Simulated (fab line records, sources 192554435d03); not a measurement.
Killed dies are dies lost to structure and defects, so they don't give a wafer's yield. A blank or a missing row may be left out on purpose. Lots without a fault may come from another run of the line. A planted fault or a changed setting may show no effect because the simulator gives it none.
Which tool did it? | flow n5_finfet | 24 lots, 72 wafers sampled, at 6 steps of a route of 1938

WHAT THE GAUGES READ, wafer by wafer
N5_BEOL_M1_OVL_MEAS_29. Usual: V0_OVL -0.5 nm, standard deviation 0.65.
lot  | measured     | on         | V0_OVL (nm)    | flag
L074 | day 6 01:43  | overlay-02 | -1.6 -0.9 -1.9 |
L075 | day 6 13:18  | overlay-02 | -1.3 -0.1 -0.1 |
L076 | day 6 19:34  | overlay-01 | -0.8 -0.8 0.6  |
L077 | day 6 20:35  | overlay-01 | -1.5 -1.6 -0.8 |
L078 | day 7 06:22  | overlay-01 | -1.2 -0.8 -0.3 |
L079 | day 7 09:40  | overlay-01 | 0.0 -0.4 0.0   |
L080 | day 7 15:00  | overlay-01 | -0.1 -0.3 1.3  |
L081 | day 7 23:11  | overlay-02 | -0.1 0.1 -0.6  |
L082 | day 8 04:04  | overlay-01 | 0.0 0.6 -0.2   |
L083 | day 8 08:46  | overlay-02 | -1.3 -0.1 -0.3 |
L084 | day 8 16:16  | overlay-02 | -0.5 -1.1 -1.3 |
L085 | day 9 02:52  | overlay-02 | -0.3 -0.2 -1.4 |
L087 | day 9 13:19  | overlay-02 | -0.7 -0.5 -0.4 |
L086 | day 9 13:30  | overlay-01 | -0.7 -1.0 -0.4 |
L088 | day 9 17:08  | overlay-02 | -0.1 -0.1 -0.9 |
L089 | day 9 22:00  | overlay-02 | -0.6 -0.5 -1.0 |
L090 | day 10 02:02 | overlay-01 | 0.0 -0.2 -0.4  |
L091 | day 10 11:47 | overlay-02 | -0.8 -0.3 -0.1 |
L092 | day 10 12:43 | overlay-02 | -0.5 -0.3 -0.4 |
L093 | day 10 18:19 | overlay-02 | 0.1 -0.3 -1.4  |
L094 | day 11 04:42 | overlay-02 | 0.0 -0.9 -0.3  |
L096 | day 11 12:48 | overlay-01 | 0.1 0.6 0.4    |
L095 | day 11 13:02 | overlay-02 | -0.5 -0.5 0.0  |
L097 | day 12 05:00 | overlay-01 | -0.7 0.0 -1.5  |

N5_BEOL_M1_RS_MEAS_58: measures by four-point-probe. Usual: M1_RS 0.67 ohm/sq, standard deviation 0.035.
lot  | measured     | on            | M1_RS (ohm/sq) | flag
L074 | day 6 18:58  | film_metro-01 | 0.68 0.68 0.63 |
L075 | day 6 22:44  | film_metro-01 | 0.69 0.69 0.72 |
L076 | day 7 01:23  | film_metro-01 | 0.66 0.66 0.71 |
L077 | day 7 02:14  | film_metro-02 | 0.65 0.69 0.68 |
L078 | day 7 13:44  | film_metro-01 | 0.70 0.68 0.64 |
L079 | day 7 18:10  | film_metro-01 | 0.76 0.69 0.73 |
L080 | day 8 01:30  | film_metro-01 | 0.69 0.66 0.66 |
L081 | day 8 09:10  | film_metro-02 | 0.63 0.66 0.63 |
L082 | day 8 13:22  | film_metro-02 | 0.73 0.70 0.66 |
L083 | day 8 19:31  | film_metro-01 | 0.70 0.67 0.66 |
L084 | day 9 00:07  | film_metro-02 | 0.71 0.73 0.73 |
L085 | day 9 16:33  | film_metro-02 | 0.66 0.64 0.64 |
L087 | day 10 01:35 | film_metro-02 | 0.67 0.63 0.62 |
L086 | day 10 04:23 | film_metro-01 | 0.69 0.72 0.64 |
L088 | day 10 03:56 | film_metro-02 | 0.65 0.64 0.62 |
L089 | day 10 07:02 | film_metro-01 | 0.69 0.67 0.64 |
L090 | day 10 08:39 | film_metro-01 | 0.69 0.66 0.65 |
L091 | day 10 21:39 | film_metro-01 | 0.67 0.64 0.63 |
L092 | day 11 01:51 | film_metro-02 | 0.63 0.63 0.61 |
L093 | day 11 08:50 | film_metro-02 | 0.71 0.70 0.68 |
L094 | day 11 21:17 | film_metro-01 | 0.66 0.71 0.68 |
L096 | day 11 22:10 | film_metro-02 | 0.69 0.64 0.62 |
L095 | day 12 01:04 | film_metro-01 | 0.64 0.66 0.62 |
L097 | day 12 18:26 | film_metro-01 | 0.68 0.66 0.68 |

WHICH TOOL RAN EACH LOT (tool, then ch and the chambers of the sampled wafers, then the start)
lot  | N5_BEOL_M1_PECVD_72             | N5_BEOL_M1_SPUTTER_90        | N5_BEOL_M1_SPUTTER_94        | N5_BEOL_M1_DEP_57
L074 | pecvd-01 ch 0,1, day 6 00:13    | pvd_sputter-01, day 6 17:16  | pvd_sputter-01, day 6 17:42  | pecvd-01 ch 0,1,2, day 6 18:54
L075 | pecvd-04 ch 0,1, day 6 10:25    | pvd_sputter-01, day 6 21:01  | pvd_sputter-01, day 6 21:28  | pecvd-04 ch 0,1,2, day 6 22:40
L076 | pecvd-01 ch 0,1,2, day 6 17:02  | pvd_sputter-03, day 6 23:40  | pvd_sputter-03, day 7 00:06  | pecvd-02 ch 0,2, day 7 01:19
L077 | pecvd-04 ch 0,1,2, day 6 18:06  | pvd_sputter-02, day 7 00:25  | pvd_sputter-02, day 7 00:52  | pecvd-01 ch 0,1,2, day 7 02:10
L078 | pecvd-04 ch 0,1,2, day 7 02:44  | pvd_sputter-02, day 7 11:58  | pvd_sputter-02, day 7 12:25  | pecvd-04 ch 0,2, day 7 13:40
L079 | pecvd-02 ch 0,2, day 7 06:14    | pvd_sputter-02, day 7 16:28  | pvd_sputter-02, day 7 16:55  | pecvd-02 ch 0,1, day 7 18:07
L080 | pecvd-01 ch 0,1,2, day 7 11:34  | pvd_sputter-01, day 7 23:44  | pvd_sputter-01, day 8 00:11  | pecvd-02 ch 0,1,2, day 8 01:27
L081 | pecvd-01 ch 0,1, day 7 20:03    | pvd_sputter-02, day 8 07:27  | pvd_sputter-02, day 8 07:53  | pecvd-02 ch 1,2, day 8 09:06
L082 | pecvd-04 ch 0,2, day 7 22:55    | pvd_sputter-02, day 8 11:26  | pvd_sputter-02, day 8 11:52  | pecvd-01 ch 0,1,2, day 8 13:18
L083 | pecvd-02 ch 0,2, day 8 06:17    | pvd_sputter-02, day 8 17:47  | pvd_sputter-02, day 8 18:14  | pecvd-01 ch 1, day 8 19:26
L084 | pecvd-01 ch 0,1,2, day 8 14:23  | pvd_sputter-02, day 8 22:22  | pvd_sputter-02, day 8 22:49  | pecvd-01 ch 1, day 9 00:01
L085 | pecvd-02 ch 0,2, day 8 23:52    | pvd_sputter-03, day 9 14:39  | pvd_sputter-03, day 9 15:05  | pecvd-02 ch 1,2, day 9 16:29
L087 | pecvd-01 ch 0,1, day 9 07:34    | pvd_sputter-02, day 9 23:50  | pvd_sputter-02, day 10 00:16 | pecvd-04 ch 0,1, day 10 01:30
L086 | pecvd-02 ch 1,2, day 9 07:37    | pvd_sputter-03, day 10 02:28 | pvd_sputter-03, day 10 02:54 | pecvd-04 ch 0, day 10 04:18
L088 | pecvd-04 ch 0,1, day 9 14:58    | pvd_sputter-01, day 10 02:13 | pvd_sputter-01, day 10 02:40 | pecvd-02 ch 1,2, day 10 03:52
L089 | pecvd-04 ch 0,1, day 9 19:16    | pvd_sputter-03, day 10 05:04 | pvd_sputter-03, day 10 05:30 | pecvd-01 ch 0,2, day 10 06:58
L090 | pecvd-01 ch 0,1,2, day 9 23:29  | pvd_sputter-02, day 10 06:25 | pvd_sputter-02, day 10 06:52 | pecvd-01 ch 0,1, day 10 08:35
L091 | pecvd-02 ch 0,2, day 10 08:50   | pvd_sputter-03, day 10 19:56 | pvd_sputter-03, day 10 20:23 | pecvd-02 ch 0,1,2, day 10 21:35
L092 | pecvd-02 ch 1,2, day 10 10:17   | pvd_sputter-03, day 11 00:08 | pvd_sputter-03, day 11 00:35 | pecvd-04 ch 0,2, day 11 01:47
L093 | pecvd-04 ch 1,2, day 10 16:17   | pvd_sputter-01, day 11 07:08 | pvd_sputter-01, day 11 07:34 | pecvd-01 ch 0,2, day 11 08:46
L094 | pecvd-04 ch 0,1,2, day 11 02:46 | pvd_sputter-02, day 11 19:34 | pvd_sputter-02, day 11 20:00 | pecvd-01 ch 1,2, day 11 21:13
L096 | pecvd-02 ch 1,2, day 11 11:09   | pvd_sputter-01, day 11 20:11 | pvd_sputter-01, day 11 20:38 | pecvd-01 ch 0,1,2, day 11 22:05
L095 | pecvd-02 ch 0,1,2, day 11 11:26 | pvd_sputter-03, day 11 23:17 | pvd_sputter-03, day 11 23:46 | pecvd-04 ch 1,2, day 12 01:00
L097 | pecvd-01 ch 0,2, day 12 00:38   | pvd_sputter-01, day 12 16:43 | pvd_sputter-01, day 12 17:10 | pecvd-04 ch 0,2, day 12 18:22
- N5_BEOL_M1_PECVD_72: deposits SiO2 from TEOS/O2, target thk 16 nm, time 18 s.
- N5_BEOL_M1_SPUTTER_90: material Cu, target thk 4.5 nm, time 8.29 s.
- N5_BEOL_M1_SPUTTER_94: material Cu, target thk 4.5 nm, time 8.29 s.
- N5_BEOL_M1_DEP_57: deposits SiCN from 3MS/NH3, target thk 8 nm, time 14 s.

WHAT THE TOOLS THEMSELVES READ (means of the sampled wafers that have a number; where no wafer has one, the mark that the record gives instead)
N5_BEOL_M1_PECVD_72. Usual: heater_power_w 730 W, standard deviation 140; showerhead_plenum_p_Torr 8.76 Torr, standard deviation 0.033; throttle_valve_pct 22.2 %, standard deviation 0.95.
lot  | tool     | heater_power_w (W) | showerhead_plenum_p_Torr (Torr) | throttle_valve_pct (%) | flag
L074 | pecvd-01 | 889                | 8.74                            | 23.1                   |
L075 | pecvd-04 | 596                | 8.75                            | 22.2                   |
L076 | pecvd-01 | 895                | 8.75                            | 22.3                   |
L077 | pecvd-04 | 654                | 8.75                            | 22.3                   |
L078 | pecvd-04 | 625                | 8.76                            | 22.5                   |
L079 | pecvd-02 | 638                | 8.78                            | 21.0                   |
L080 | pecvd-01 | 887                | 8.78                            | 22.5                   |
L081 | pecvd-01 | 894                | 8.75                            | 23.1                   |
L082 | pecvd-04 | 780                | 8.77                            | 22.6                   |
L083 | pecvd-02 | 681                | 8.78                            | 21.0                   |
L084 | pecvd-01 | 946                | 8.76                            | 22.3                   |
L085 | pecvd-02 | 671                | 8.79                            | 21.6                   |
L087 | pecvd-01 | 851                | 8.78                            | 22.9                   |
L086 | pecvd-02 | 665                | 8.78                            | 22.5                   |
L088 | pecvd-04 | 562                | 8.74                            | 22.3                   |
L089 | pecvd-04 | 646                | 8.74                            | 22.2                   |
L090 | pecvd-01 | 909                | 8.77                            | 22.5                   |
L091 | pecvd-02 | 662                | 8.76                            | 21.6                   |
L092 | pecvd-02 | 627                | 8.78                            | 22.6                   |
L093 | pecvd-04 | 605                | 8.75                            | 21.7                   |
L094 | pecvd-04 | 671                | 8.75                            | 21.9                   |
L096 | pecvd-02 | 594                | 8.78                            | 22.5                   |
L095 | pecvd-02 | 641                | 8.79                            | 22.1                   |
L097 | pecvd-01 | 927                | 8.77                            | 21.7                   |

N5_BEOL_M1_SPUTTER_90. Usual: chuck_gas_flow_sccm 1.26 sccm, standard deviation 0.049; throttle_valve_pct 29.6 %, standard deviation 1.
lot  | tool           | chuck_gas_flow_sccm (sccm) | throttle_valve_pct (%) | flag
L074 | pvd_sputter-01 | 1.26                       | 31.8                   |
L075 | pvd_sputter-01 | 1.24                       | 29.4                   |
L076 | pvd_sputter-03 | 1.28                       | 30.1                   |
L077 | pvd_sputter-02 | 1.27                       | 29.0                   |
L078 | pvd_sputter-02 | 1.22                       | 28.8                   |
L079 | pvd_sputter-02 | 1.26                       | 29.4                   |
L080 | pvd_sputter-01 | 1.26                       | 30.3                   |
L081 | pvd_sputter-02 | 1.28                       | 28.9                   |
L082 | pvd_sputter-02 | 1.24                       | 29.0                   |
L083 | pvd_sputter-02 | 1.22                       | 28.8                   |
L084 | pvd_sputter-02 | 1.19                       | 28.7                   |
L085 | pvd_sputter-03 | 1.29                       | 30.0                   |
L087 | pvd_sputter-02 | 1.28                       | 28.8                   |
L086 | pvd_sputter-03 | 1.22                       | 30.1                   |
L088 | pvd_sputter-01 | 1.24                       | 29.8                   |
L089 | pvd_sputter-03 | 1.25                       | 30.0                   |
L090 | pvd_sputter-02 | 1.22                       | 29.2                   |
L091 | pvd_sputter-03 | 1.23                       | 29.5                   |
L092 | pvd_sputter-03 | 1.30                       | 29.6                   |
L093 | pvd_sputter-01 | 1.28                       | 30.7                   |
L094 | pvd_sputter-02 | 1.26                       | 29.3                   |
L096 | pvd_sputter-01 | 1.27                       | 30.6                   |
L095 | pvd_sputter-03 | 1.29                       | 30.0                   |
L097 | pvd_sputter-01 | 1.28                       | 30.0                   |

N5_BEOL_M1_SPUTTER_94. Usual: chuck_gas_flow_sccm 1.26 sccm, standard deviation 0.054; throttle_valve_pct 29.7 %, standard deviation 1.1.
lot  | tool           | chuck_gas_flow_sccm (sccm) | throttle_valve_pct (%) | flag
L074 | pvd_sputter-01 | 1.26                       | 31.9                   |
L075 | pvd_sputter-01 | 1.27                       | 29.5                   |
L076 | pvd_sputter-03 | 1.26                       | 30.0                   |
L077 | pvd_sputter-02 | 1.25                       | 29.0                   |
L078 | pvd_sputter-02 | 1.23                       | 28.9                   |
L079 | pvd_sputter-02 | 1.30                       | 29.3                   |
L080 | pvd_sputter-01 | 1.25                       | 30.5                   |
L081 | pvd_sputter-02 | 1.27                       | 28.7                   |
L082 | pvd_sputter-02 | 1.23                       | 29.0                   |
L083 | pvd_sputter-02 | 1.20                       | 28.7                   |
L084 | pvd_sputter-02 | 1.16                       | 28.5                   |
L085 | pvd_sputter-03 | 1.29                       | 30.0                   |
L087 | pvd_sputter-02 | 1.27                       | 28.8                   |
L086 | pvd_sputter-03 | 1.27                       | 30.2                   |
L088 | pvd_sputter-01 | 1.33                       | 30.1                   |
L089 | pvd_sputter-03 | 1.30                       | 29.9                   |
L090 | pvd_sputter-02 | 1.29                       | 29.2                   |
L091 | pvd_sputter-03 | 1.25                       | 29.6                   |
L092 | pvd_sputter-03 | 1.30                       | 29.6                   |
L093 | pvd_sputter-01 | 1.26                       | 30.7                   |
L094 | pvd_sputter-02 | 1.27                       | 29.3                   |
L096 | pvd_sputter-01 | 1.32                       | 30.7                   |
L095 | pvd_sputter-03 | 1.26                       | 30.0                   |
L097 | pvd_sputter-01 | 1.25                       | 30.0                   |

N5_BEOL_M1_DEP_57. Usual: showerhead_plenum_p_Torr 3.660 Torr, standard deviation 0.0084; throttle_valve_pct 9.0 %, standard deviation 0.4.
lot  | tool     | showerhead_plenum_p_Torr (Torr) | throttle_valve_pct (%) | flag
L074 | pecvd-01 | 3.656                           | 9.0                    |
L075 | pecvd-04 | 3.659                           | 9.2                    |
L076 | pecvd-02 | 3.668                           | 8.6                    |
L077 | pecvd-01 | 3.661                           | 9.0                    |
L078 | pecvd-04 | 3.657                           | 9.3                    |
L079 | pecvd-02 | 3.664                           | 9.1                    |
L080 | pecvd-02 | 3.659                           | 8.9                    |
L081 | pecvd-02 | 3.665                           | 9.0                    |
L082 | pecvd-01 | 3.659                           | 9.1                    |
L083 | pecvd-01 | 3.648                           | 9.3                    |
L084 | pecvd-01 | 3.650                           | 9.5                    |
L085 | pecvd-02 | 3.664                           | 8.7                    |
L087 | pecvd-04 | 3.658                           | 8.9                    |
L086 | pecvd-04 | 3.658                           | 9.2                    |
L088 | pecvd-02 | 3.667                           | 9.4                    |
L089 | pecvd-01 | 3.664                           | 9.3                    |
L090 | pecvd-01 | 3.651                           | 9.2                    |
L091 | pecvd-02 | 3.662                           | 9.0                    |
L092 | pecvd-04 | 3.658                           | 9.0                    |
L093 | pecvd-01 | 3.664                           | 8.7                    |
L094 | pecvd-01 | 3.651                           | 8.9                    |
L096 | pecvd-01 | 3.662                           | 9.2                    |
L095 | pecvd-04 | 3.656                           | 8.6                    |
L097 | pecvd-04 | 3.659                           | 8.7                    |

THE ANSWER, worked out from the rows above alone
Rule: a lot is off if the mean of its wafers that have a number lies more than 3 standard deviations from the usual mean. A lot without any number at a reading at which 4 lots or more have one is off too. The other lots that the step has rows for count as sound. The gauges are gone through in route order, then the tools' own readings, and for those a lot's mean is taken as printed above. The first step at which some lot is off is used, and at that step the reading that is off furthest; a lot without a number counts as furthest.
No lot is off at any reading shown: from this, nothing can be told.

WHAT THE SIMULATOR HAD PUT IN
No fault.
